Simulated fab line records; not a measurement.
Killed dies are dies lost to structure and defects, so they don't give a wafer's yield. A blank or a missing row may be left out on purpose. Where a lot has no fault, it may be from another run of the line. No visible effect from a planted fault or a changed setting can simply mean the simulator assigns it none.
Chamber matching / flow n5_finfet / rie_diel-06 running N5_BEOL_M0_SAQP_ETCH_83: 4 sister chambers
The step etches SiARC in CF4, target depth 39 nm, time 65 s. 14 wafers are shown with their chamber, then 7 later ones without.

## WAFERS WITH THEIR CHAMBER
wafer=L077.1; chamber=1; showerhead_plenum_p_Torr (Torr)=2.12; oes_product_au (a.u.)=0.60; drypump_motor_current_A (A)=6.5
wafer=L077.4; chamber=3; showerhead_plenum_p_Torr (Torr)=2.22; oes_product_au (a.u.)=0.62; drypump_motor_current_A (A)=5.6
wafer=L077.5; chamber=3; showerhead_plenum_p_Torr (Torr)=2.22; oes_product_au (a.u.)=0.62; drypump_motor_current_A (A)=5.6
wafer=L079.1; chamber=3; showerhead_plenum_p_Torr (Torr)=2.22; oes_product_au (a.u.)=0.62; drypump_motor_current_A (A)=5.7
wafer=L079.4; chamber=1; showerhead_plenum_p_Torr (Torr)=2.12; oes_product_au (a.u.)=0.60; drypump_motor_current_A (A)=6.6
wafer=L079.6; chamber=0; showerhead_plenum_p_Torr (Torr)=2.08; oes_product_au (a.u.)=0.68; drypump_motor_current_A (A)=5.2
wafer=L080.2; chamber=3; showerhead_plenum_p_Torr (Torr)=2.22; oes_product_au (a.u.)=0.62; drypump_motor_current_A (A)=5.7
wafer=L080.5; chamber=1; showerhead_plenum_p_Torr (Torr)=2.12; oes_product_au (a.u.)=0.59; drypump_motor_current_A (A)=6.5
wafer=L080.6; chamber=2; showerhead_plenum_p_Torr (Torr)=2.23; oes_product_au (a.u.)=0.64; drypump_motor_current_A (A)=5.6
wafer=L083.1; chamber=0; showerhead_plenum_p_Torr (Torr)=2.08; oes_product_au (a.u.)=0.68; drypump_motor_current_A (A)=5.1
wafer=L083.4; chamber=2; showerhead_plenum_p_Torr (Torr)=2.23; oes_product_au (a.u.)=0.64; drypump_motor_current_A (A)=5.7
wafer=L083.5; chamber=0; showerhead_plenum_p_Torr (Torr)=2.08; oes_product_au (a.u.)=0.68; drypump_motor_current_A (A)=5.1
wafer=L092.4; chamber=1; showerhead_plenum_p_Torr (Torr)=2.11; oes_product_au (a.u.)=0.58; drypump_motor_current_A (A)=6.6
wafer=L092.5; chamber=3; showerhead_plenum_p_Torr (Torr)=2.21; oes_product_au (a.u.)=0.61; drypump_motor_current_A (A)=5.6

SIGNATURES (averages over the wafers above)
reading=showerhead_plenum_p_Torr; chamber 0=2.0800; chamber 1=2.1175; chamber 2=2.2300; chamber 3=2.2180; scatter within a chamber=0.00394
reading=oes_product_au; chamber 0=0.6800; chamber 1=0.5925; chamber 2=0.6400; chamber 3=0.6180; scatter within a chamber=0.00596
reading=drypump_motor_current_A; chamber 0=5.133; chamber 1=6.550; chamber 2=5.650; chamber 3=5.640; scatter within a chamber=0.058
Rule: a wafer lies at a distance from a chamber equal to the root of the sum of squares, over the readings, of (its reading less the chamber's mean, divided by the reading's scatter). The wafer belongs to the nearest chamber; if the next one is less than 2 further off, it can't be placed. The scatter: the root of (the sum of the squares of (reading less its chamber's mean) over the shown wafers, divided by (wafers less chambers)).

## WAFERS WITH NO CHAMBER GIVEN
wafer=L092.6; showerhead_plenum_p_Torr (Torr)=2.23; oes_product_au (a.u.)=0.64; drypump_motor_current_A (A)=5.6
wafer=L095.1; showerhead_plenum_p_Torr (Torr)=2.11; oes_product_au (a.u.)=0.58; drypump_motor_current_A (A)=6.5
wafer=L095.3; showerhead_plenum_p_Torr (Torr)=2.21; oes_product_au (a.u.)=0.61; drypump_motor_current_A (A)=5.7
wafer=L095.5; showerhead_plenum_p_Torr (Torr)=2.21; oes_product_au (a.u.)=0.61; drypump_motor_current_A (A)=5.6
wafer=L097.1; showerhead_plenum_p_Torr (Torr)=2.07; oes_product_au (a.u.)=0.66; drypump_motor_current_A (A)=5.2
wafer=L097.3; showerhead_plenum_p_Torr (Torr)=2.11; oes_product_au (a.u.)=0.58; drypump_motor_current_A (A)=6.5
wafer=L097.5; showerhead_plenum_p_Torr (Torr)=2.07; oes_product_au (a.u.)=0.66; drypump_motor_current_A (A)=5.2

## THE CHAMBER EACH PASSED THROUGH
wafer=L092.6; from the rows above=2; in truth=2
wafer=L095.1; from the rows above=1; in truth=1
wafer=L095.3; from the rows above=3; in truth=3
wafer=L095.5; from the rows above=3; in truth=3
wafer=L097.1; from the rows above=0; in truth=0
wafer=L097.3; from the rows above=1; in truth=1
wafer=L097.5; from the rows above=0; in truth=0
Placed correctly: 7 of 7. Can't be placed from these rows: 0. Wrongly placed: 0.
